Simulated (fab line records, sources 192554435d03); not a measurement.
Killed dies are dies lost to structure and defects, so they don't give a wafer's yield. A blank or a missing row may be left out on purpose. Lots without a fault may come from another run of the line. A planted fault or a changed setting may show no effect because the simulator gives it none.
Which tool did it? | flow n5_finfet | 6 lots, 17 wafers sampled, at 1 step of a route of 1938

WHAT THE GAUGES READ, wafer by wafer
N5_BEOL_M7_OCD_MEAS_38.
lot  | measured     | on     | trench_depth_nm (nm)
L768 | day 10 13:41 | ocd-02 | 93.5 92.6
L774 | day 11 21:10 | ocd-02 | 95.2 92.8 93.9
L773 | day 12 02:18 | ocd-01 | 94.0 91.8 92.0
L778 | day 13 12:19 | ocd-02 | 93.2 91.7 93.5
L782 | day 14 12:20 | ocd-02 | 93.4 93.0 93.6
L785 | day 15 01:04 | ocd-02 | 93.9 94.7 93.5

WHICH TOOL RAN EACH LOT (tool, then ch and the chambers of the sampled wafers, then the start)
The record holds no process step before these readings.

THE ANSWER, worked out from the rows above alone
Rule: what is usual is taken from the lots themselves. Put in order of their means at a reading, lots are off if they are a third of the lots or fewer, leave a main group of 4 or more, and stand apart from it by a gap of 3 or more times the standard deviation of the main group's means; of several such gaps the widest counts. A main group whose means are all the same, to the digits that the tables above print for the reading, isn't used. A lot without any number at a reading at which 4 lots or more have one is off too. The other lots that the step has rows for count as sound.
No lot is off at any reading shown: from this, nothing can be told.

WHAT THE SIMULATOR HAD PUT IN
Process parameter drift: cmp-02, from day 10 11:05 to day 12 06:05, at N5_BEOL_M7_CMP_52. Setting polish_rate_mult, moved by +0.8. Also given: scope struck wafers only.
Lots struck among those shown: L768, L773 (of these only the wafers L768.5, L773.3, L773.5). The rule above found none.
